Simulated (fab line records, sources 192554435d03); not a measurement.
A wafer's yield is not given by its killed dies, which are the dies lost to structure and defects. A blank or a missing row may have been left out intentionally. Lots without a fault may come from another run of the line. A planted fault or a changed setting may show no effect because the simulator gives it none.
A struck lot beside a sound one -- flow n5Finfet -- 16 out of 1938 route steps
Sound: the wafers L308.1, L308.2, L308.5. Wafers L309.1, L309.3, L309.4 were the ones struck. Last of all comes the cause.
Per side, at each step with rows, come the tool, then ch with its chambers, and then its first start. Under that, the readings that differ: sound wafers -- struck wafers -- difference of the means -- sigmas: that difference in standard deviations of wafers without a fault.
alike: readings with means less than 2 such deviations apart, plus words and numbers identical on both sides. not compared: withheld readings, readings lacking a value on some wafer, bounds such as >300 that could conceal the same value, and numbers that have no deviation in the record and whose values overlap.
A row with sigmas, a row that says differs or no value, or rows on one side alone: a step with any of these is where the two part. When numbers do not overlap yet have no deviation, they are printed without sigmas and do not part them. A reading that every wafer of one side lacks parts them only if that side has two wafers or more.

first, 4 steps without rows for these wafers: N5_BEOL_M4_HM_STRIP_39 (strips TiN in peroxide tin strip, target depth 25 nm, time 158 s); N5_BEOL_M4_SRD_40 (time 30 s); N5_BEOL_M4_PRECLEAN_42 (cleans in residue remover, time 60 s); N5_BEOL_M4_SRD_43 (time 30 s).
N5_BEOL_M4_CD_MEAS_35: target cd 18 nm, target cd y 22.4 nm.
  sound: cdSem-01 at day 11 17:17; struck: cdSem-01 at day 12 19:59
  alike: cdNm
N5_BEOL_M4_DEGAS_44: time 60 s.
  sound: pvdSputter-01 at day 11 17:41; struck: pvdSputter-01 at day 12 20:26
  alike: heaterPowerW
N5_BEOL_M4_PRE_CLEAN_45: time 30 s.
  sound: pvdSputter-01 at day 11 17:44; struck: pvdSputter-01 at day 12 20:29
  alike: heaterPowerW
N5_BEOL_M4_ALD_84: deposits TaN, pulse time 2 s, purge time 3 s, co reactant purge time 2 s.
  sound on aldMetal-01 ch 0,1,2, day 11 17:47; struck on aldMetal-04 ch 0,1,2, day 12 20:32
  alike: chamberPressureTorr, heaterPowerW
then, 2 steps without rows for these wafers: N5_BEOL_M4_SURFACE_TREAT_85; N5_BEOL_M4_CVD_47 (deposits Co from CCTBA/H2, target thk 3 nm, time 223.8 s).
N5_BEOL_M4_SPUTTER_48: material Cu, target thk 4.5 nm, time 8.29 s.
  sound: pvdSputter-02 at day 11 18:23; struck: pvdSputter-02 at day 12 21:17
  alike: chamberPressurePa, chuckGasFlowSccm, throttleValvePct
N5_BEOL_M4_ANNEAL_49: time 240 s.
  sound: pvdSputter-02 at day 11 18:28; struck: pvdSputter-02 at day 12 21:22
  alike: heaterPowerW
N5_BEOL_M4_SPUTTER_79: material Cu, target thk 4.5 nm, time 8.29 s.
  sound: pvdSputter-02 at day 11 18:37; struck: pvdSputter-02 at day 12 21:32
  no value came back on the struck wafers for chamberPressurePa (Pa), chuckGasFlowSccm (sccm), throttleValvePct (%); on the sound wafers chamberPressurePa (Pa) reads 0.07001 0.07002 0.06996
then, 1 step without rows for these wafers: N5_BEOL_M4_ANNEAL_80 (time 240 s).
N5_BEOL_M4_RC_MEAS_101:
  sound on prober-01 ch 0, day 11 21:16; struck on prober-01 ch 0, day 13 00:12
reading,sound,struck,difference,sigmas
SS_P (mV/dec),74.2 75.1 75.0,74.1 73.3 72.6,-1.4,-2
  alike: DIBL_N, DIBL_P, IOFF_N, IOFF_P, ION_N, ION_P, SS_N, VT_N, VT_P
-- the record jumps here: 4 days lie between the struck wafers' starts before and after (it left off in module BEOL_M4 and takes up again in module PASSIVATION, whose first step shown is number 1936 of the route) --
N5_PASSIVATION_PROBE_49:
  sound: prober-01 at day 16 13:04; struck: prober-02 at day 17 09:07
  alike: defectLimitedYield, killed_at_M0_to_M3, killed_at_M4_up, killedAtContacts, killedAtFrontEnd, killedAtOther, killedDies, killedOpen, killedShort, sort_bin_5_function, sort_bin_6_memory, sortNPass, sortYieldPct

## WHERE THEY PART
First at N5_BEOL_M4_SPUTTER_79; last, within this record, at N5_BEOL_M4_RC_MEAS_101. Later steps at which nothing parts them and some readings are alike: N5_PASSIVATION_PROBE_49.

WHY: the cause the simulator had injected
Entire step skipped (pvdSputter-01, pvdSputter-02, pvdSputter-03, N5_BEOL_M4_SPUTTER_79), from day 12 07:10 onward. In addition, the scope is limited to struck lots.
